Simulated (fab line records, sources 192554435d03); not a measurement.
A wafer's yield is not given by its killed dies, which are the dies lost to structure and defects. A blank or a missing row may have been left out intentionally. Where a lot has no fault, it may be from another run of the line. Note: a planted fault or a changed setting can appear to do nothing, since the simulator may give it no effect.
Which tool was responsible? + flow n5_finfet + 14 lots, 42 wafers sampled, at 2 steps of a route of 1938

== WHAT THE GAUGES SHOWED, per wafer ==
N5_BEOL_M13_OVL_MEAS_29. Usual: M13_OVL typically reads -1 nm, with standard deviation 5.4.
| lot  | measured     | on         | M13_OVL (nm) | flag |
|------|--------------|------------|--------------|------|
| L907 | day 10 17:00 | overlay-02 | 1 -4 -14     |      |
| L908 | day 11 05:49 | overlay-02 | 2 4 -2       |      |
| L909 | day 11 06:26 | overlay-01 | -5 -3 -7     |      |
| L910 | day 12 00:54 | overlay-01 | 4 -4 -3      |      |
| L913 | day 12 19:32 | overlay-02 | 2 1 -6       |      |
| L917 | day 13 18:45 | overlay-02 | - - -        | OFF  |
| L916 | day 14 00:05 | overlay-01 | - - -        | OFF  |
| L920 | day 14 17:13 | overlay-01 | 3 5 -3       |      |
| L923 | day 15 16:02 | overlay-02 | -3 2 1       |      |
| L924 | day 16 02:39 | overlay-01 | -2 -6 4      |      |
| L927 | day 16 06:44 | overlay-02 | -3 6 3       |      |
| L925 | day 16 12:41 | overlay-02 | -6 -1 -2     |      |
| L926 | day 16 17:14 | overlay-02 | 2 -4 -8      |      |
| L928 | day 17 07:13 | overlay-02 | -1 -2 -1     |      |

== WHAT TOOL EACH LOT RAN ON (gives the tool, then ch and the chambers of the sampled wafers, and finally the start) ==
| lot  | N5_BEOL_M13_EXPOSE_25             |
|------|-----------------------------------|
| L907 | krf_scanner-02 ch 0, day 10 16:48 |
| L908 | krf_scanner-02 ch 0, day 11 05:38 |
| L909 | krf_scanner-02 ch 0, day 11 06:14 |
| L910 | krf_scanner-02 ch 0, day 12 00:41 |
| L913 | krf_scanner-01 ch 0, day 12 19:20 |
| L917 | krf_scanner-01, day 13 18:32      |
| L916 | krf_scanner-02, day 13 23:53      |
| L920 | krf_scanner-02 ch 0, day 14 17:01 |
| L923 | krf_scanner-02 ch 0, day 15 15:50 |
| L924 | krf_scanner-02 ch 0, day 16 02:28 |
| L927 | krf_scanner-01 ch 0, day 16 06:32 |
| L925 | krf_scanner-01 ch 0, day 16 12:29 |
| L926 | krf_scanner-02 ch 0, day 16 17:02 |
| L928 | krf_scanner-02 ch 0, day 17 07:01 |
- N5_BEOL_M13_EXPOSE_25: exposes mask M13, target cd 210 nm.

== WHAT THE TOOLS THEMSELVES READ (means of the sampled wafers that have a number; where no wafer has one, the mark that the record gives instead) ==
N5_BEOL_M13_EXPOSE_25. Usual: exposure_dose_mJ_cm2 21.976, standard deviation 0.024; focus_offset_nm 0.0 nm, standard deviation 0.52.
| lot  | tool           | exposure_dose_mJ_cm2 | focus_offset_nm (nm) | flag |
|------|----------------|----------------------|----------------------|------|
| L907 | krf_scanner-02 | 21.963               | -0.1                 |      |
| L908 | krf_scanner-02 | 21.970               | -0.1                 |      |
| L909 | krf_scanner-02 | 21.985               | -0.2                 |      |
| L910 | krf_scanner-02 | 21.961               | 0.4                  |      |
| L913 | krf_scanner-01 | 22.001               | -0.3                 |      |
| L917 | krf_scanner-01 | -                    | -                    | OFF  |
| L916 | krf_scanner-02 | -                    | -                    | OFF  |
| L920 | krf_scanner-02 | 21.981               | 0.2                  |      |
| L923 | krf_scanner-02 | 21.942               | -0.5                 |      |
| L924 | krf_scanner-02 | 21.984               | 0.4                  |      |
| L927 | krf_scanner-01 | 21.974               | -0.2                 |      |
| L925 | krf_scanner-01 | 21.996               | 0.0                  |      |
| L926 | krf_scanner-02 | 21.955               | 0.5                  |      |
| L928 | krf_scanner-02 | 21.958               | 0.2                  |      |

== THE ANSWER, worked out from the rows above alone ==
Rule: a lot is off if the mean of its wafers that have a number lies more than 3 standard deviations from the usual mean. Also off: a lot with no number at a reading for which 4 or more lots have one. Where the step has rows for the other lots, those lots are counted as sound. The gauges are gone through in route order, then the tools' own readings, and for those a lot's mean is taken as printed above. At the first step where some lot is off, the reading lying furthest off is the one used; lots without a number count as furthest.
Off: at N5_BEOL_M13_OVL_MEAS_29 (M13_OVL), L917, L916. Without a number there: L917, L916.
If a tool, at a process step before that reading, ran all the lots that are off and no sound lot after the first of them, it fits. The gauges at N5_BEOL_M13_OVL_MEAS_29 aren't tried: what is off there is off at N5_BEOL_M13_EXPOSE_25 too, on other tools, and a gauge's error can't cause that. No candidate that was tried fits.

== WHAT HAD BEEN PUT IN BY THE SIMULATOR ==
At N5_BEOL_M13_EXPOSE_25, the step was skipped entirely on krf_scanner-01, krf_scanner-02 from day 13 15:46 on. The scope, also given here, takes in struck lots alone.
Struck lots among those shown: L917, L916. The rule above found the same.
